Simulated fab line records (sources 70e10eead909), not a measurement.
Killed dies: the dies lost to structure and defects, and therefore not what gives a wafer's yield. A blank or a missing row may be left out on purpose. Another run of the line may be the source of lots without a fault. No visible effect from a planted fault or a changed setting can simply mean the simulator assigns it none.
Which of the tools did it?	flow nand_harc	Sampling: 14 lots, 42 wafers, 5 of 1302 route steps

WHAT THE GAUGES READ, wafer by wafer
NHARC_P_BONDPAD_THK_MEAS_33: measures by ellipsometry.
lot	measured	on	thk_nm (nm)
L476	day 6 17:10	film_metro-01	199.7 199.3 197.3
L477	day 6 20:52	film_metro-01	198.2 200.3 201.1
L478	day 7 07:15	film_metro-01	200.1 200.6 199.1
L480	day 8 08:01	film_metro-01	202.6 200.4 202.6
L483	day 9 16:09	film_metro-01	197.1 198.8 200.9
L485	day 10 09:03	film_metro-01	196.7 198.8 199.0
L486	day 10 23:43	film_metro-02	250.4 250.5 253.1
L487	day 11 01:40	film_metro-02	246.7 247.3 246.4
L494	day 14 01:22	film_metro-01	199.0 201.2 198.9
L496	day 14 23:04	film_metro-01	203.6 200.9 203.5
L495	day 14 23:28	film_metro-02	202.6 201.5 200.0
L497	day 15 04:41	film_metro-01	196.9 196.5 198.0
L499	day 15 22:57	film_metro-02	201.2 200.8 201.1
L498	day 15 23:46	film_metro-01	198.2 200.1 197.8

NHARC_P_BONDPAD_CD_MEAS_13.
lot	measured	on	cd_nm (nm)
L476	day 6 18:17	cd_sem-02	497.2 503.9 505.9
L477	day 6 22:05	cd_sem-01	495.7 496.8 495.3
L478	day 7 08:13	cd_sem-03	497.5 496.4 499.3
L480	day 8 09:07	cd_sem-03	499.7 502.4 502.9
L483	day 9 17:14	cd_sem-03	499.6 499.3 495.3
L485	day 10 10:08	cd_sem-01	500.5 497.4 505.3
L486	day 11 00:41	cd_sem-01	497.4 500.1 500.7
L487	day 11 02:38	cd_sem-01	501.4 498.7 498.7
L494	day 14 02:21	cd_sem-03	497.9 500.1 499.1
L496	day 15 00:02	cd_sem-03	495.5 500.2 498.0
L495	day 15 00:26	cd_sem-02	497.3 495.6 499.9
L497	day 15 05:47	cd_sem-01	495.7 499.8 499.8
L499	day 15 23:55	cd_sem-01	498.4 497.5 497.4
L498	day 16 00:53	cd_sem-02	503.0 499.5 500.2

TOOL THAT RAN EACH LOT (tool first, then ch and the chambers of the sampled wafers, then the start)
lot	NHARC_P_M2_CMP_23	NHARC_P_BONDPAD_CMP_32	NHARC_P_BONDPAD_DESCUM_11
L476	cmp-03 ch 1,3, day 6 15:28	cmp-04 ch 1,2, day 6 16:57	rie_diel-08 ch 0,1, day 6 17:58
L477	cmp-01 ch 2,3, day 6 19:09	cmp-01 ch 0,3, day 6 20:37	rie_diel-08 ch 0,2,3, day 6 21:47
L478	cmp-02 ch 0,2,3, day 7 05:40	cmp-04 ch 0,3, day 7 07:02	rie_diel-12 ch 1,2, day 7 07:55
L480	cmp-03 ch 1,2,3, day 8 06:21	cmp-01 ch 1,2,3, day 8 07:47	rie_diel-08 ch 1,2,3, day 8 08:47
L483	cmp-03 ch 0,1,2, day 9 14:28	cmp-04 ch 0,1,2, day 9 15:55	rie_diel-12 ch 0,2,3, day 9 16:56
L485	cmp-01 ch 0,1,2, day 10 07:22	cmp-02 ch 0,2,3, day 10 08:48	rie_diel-05 ch 0,1,2, day 10 09:50
L486	cmp-02 ch 0,3, day 10 21:18	cmp-01 ch 0,2,3, day 10 23:28	rie_diel-05 ch 0,1,2, day 11 00:23
L487	cmp-03 ch 1,2,3, day 10 23:58	cmp-04 ch 0,1,3, day 11 01:25	rie_diel-12 ch 0,1,3, day 11 02:19
L494	cmp-02 ch 1,2, day 13 23:31	cmp-04 ch 1,2, day 14 01:07	rie_diel-05 ch 0,2,3, day 14 02:03
L496	cmp-01 ch 1,3, day 14 21:15	cmp-01 ch 1,2, day 14 22:49	rie_diel-05 ch 2,3, day 14 23:43
L495	cmp-03 ch 0,1,3, day 14 21:49	cmp-04 ch 1,3, day 14 23:15	rie_diel-12 ch 0,3, day 15 00:08
L497	cmp-01 ch 1,2,3, day 15 02:52	cmp-02 ch 0,1, day 15 04:26	rie_diel-12 ch 1,2,3, day 15 05:29
L499	cmp-03 ch 1,2,3, day 15 21:16	cmp-01 ch 0,1,2, day 15 22:44	rie_diel-08 ch 1,2,3, day 15 23:37
L498	cmp-03 ch 1,2,3, day 15 22:07	cmp-02 ch 1,2,3, day 15 23:35	rie_diel-12 ch 2,3, day 16 00:34
- NHARC_P_M2_CMP_23: polishes, t overpolish 20 s, target thk 144.3 nm.
- NHARC_P_BONDPAD_CMP_32: polishes SiCN, target thk 200 nm.
- NHARC_P_BONDPAD_DESCUM_11: chemistry O2, time 3 s.

WHAT THE TOOLS THEMSELVES READ (means of the sampled wafers that have a number; where no wafer has one, the mark that the record gives instead)
NHARC_P_M2_CMP_23.
lot	tool	edge_zone_pressure_frac	motor_current_A (A)	time_to_endpoint_s (s)
L476	cmp-03	0.998	12.4	31
L477	cmp-01	0.996	12.0	30
L478	cmp-02	0.998	12.4	26
L480	cmp-03	1.004	11.7	32
L483	cmp-03	0.999	11.3	30
L485	cmp-01	1.000	13.0	33
L486	cmp-02	0.999	13.0	25
L487	cmp-03	1.002	12.0	30
L494	cmp-02	1.005	12.3	25
L496	cmp-01	1.001	12.5	31
L495	cmp-03	1.003	12.4	28
L497	cmp-01	1.002	12.6	31
L499	cmp-03	1.001	12.1	30
L498	cmp-03	0.999	11.9	30

NHARC_P_BONDPAD_CMP_32.
lot	tool	edge_zone_pressure_frac	motor_current_A (A)
L476	cmp-04	0.999	11.7
L477	cmp-01	1.003	12.2
L478	cmp-04	1.002	12.6
L480	cmp-01	0.999	12.5
L483	cmp-04	1.004	11.7
L485	cmp-02	0.998	12.5
L486	cmp-01	-	-
L487	cmp-04	-	-
L494	cmp-04	1.004	11.5
L496	cmp-01	1.000	12.8
L495	cmp-04	0.997	13.0
L497	cmp-02	0.998	12.6
L499	cmp-01	0.997	13.2
L498	cmp-02	1.002	12.7

NHARC_P_BONDPAD_DESCUM_11.
lot	tool	drypump_motor_current_A (A)	mfc_ar_sccm (sccm)	oes_product_au (a.u.)	rf_vpp_V (V)	showerhead_plenum_p_Torr (Torr)	throttle_valve_pct (%)
L476	rie_diel-08	5.9	0.000	1.006	57.5	1.88	11.305
L477	rie_diel-08	5.3	0.000	1.002	57.3	1.84	11.315
L478	rie_diel-12	5.6	0.004	1.025	58.2	2.03	11.307
L480	rie_diel-08	5.5	0.000	1.008	58.0	1.89	11.312
L483	rie_diel-12	5.3	0.004	1.010	58.2	2.05	11.315
L485	rie_diel-05	5.7	0.001	1.002	57.7	1.91	11.318
L486	rie_diel-05	5.7	0.001	0.995	58.8	1.91	11.322
L487	rie_diel-12	5.6	0.008	1.006	57.8	2.04	11.315
L494	rie_diel-05	5.8	0.000	1.005	57.0	1.85	11.305
L496	rie_diel-05	5.4	0.000	0.999	57.9	1.80	11.315
L495	rie_diel-12	5.2	0.007	0.987	58.8	2.05	11.308
L497	rie_diel-12	5.8	0.004	0.992	58.3	2.03	11.308
L499	rie_diel-08	5.5	0.000	0.995	57.9	1.89	11.314
L498	rie_diel-12	5.6	0.000	0.991	57.8	2.04	11.308

THE ANSWER, worked out from the rows above alone
Rule: the lots themselves supply what counts as usual. The widest of any qualifying gaps counts: lots, ordered by their means at a reading, are off when they make up no more than a third of the lots, leave a main group of 4 or more, and stand apart from it by 3 or more times the standard deviation of that group's means. A main group is skipped when, at the precision printed for the reading in the tables above, its means are all equal. A lot without any number at a reading at which 4 lots or more have one is off too. The other lots that the step has rows for count as sound. The gauges are gone through in route order, then the tools' own readings, and for those a lot's mean is taken as printed above. The first step at which some lot is off is used, and at that step the reading that is off furthest; a lot without a number counts as furthest.
Off at NHARC_P_BONDPAD_THK_MEAS_33 (thk_nm): L486, L487. Main group: mean 199.8 nm, sd 1.6.
If a tool, at a process step before that reading, ran all the lots that are off and no sound lot after the first of them, it fits. The gauges at NHARC_P_BONDPAD_THK_MEAS_33 aren't tried: what is off there is off at NHARC_P_BONDPAD_CMP_32 too, on other tools, and a gauge's error can't cause that. Not one of the candidates tried fits.

WHAT THE SIMULATOR HAD PUT IN
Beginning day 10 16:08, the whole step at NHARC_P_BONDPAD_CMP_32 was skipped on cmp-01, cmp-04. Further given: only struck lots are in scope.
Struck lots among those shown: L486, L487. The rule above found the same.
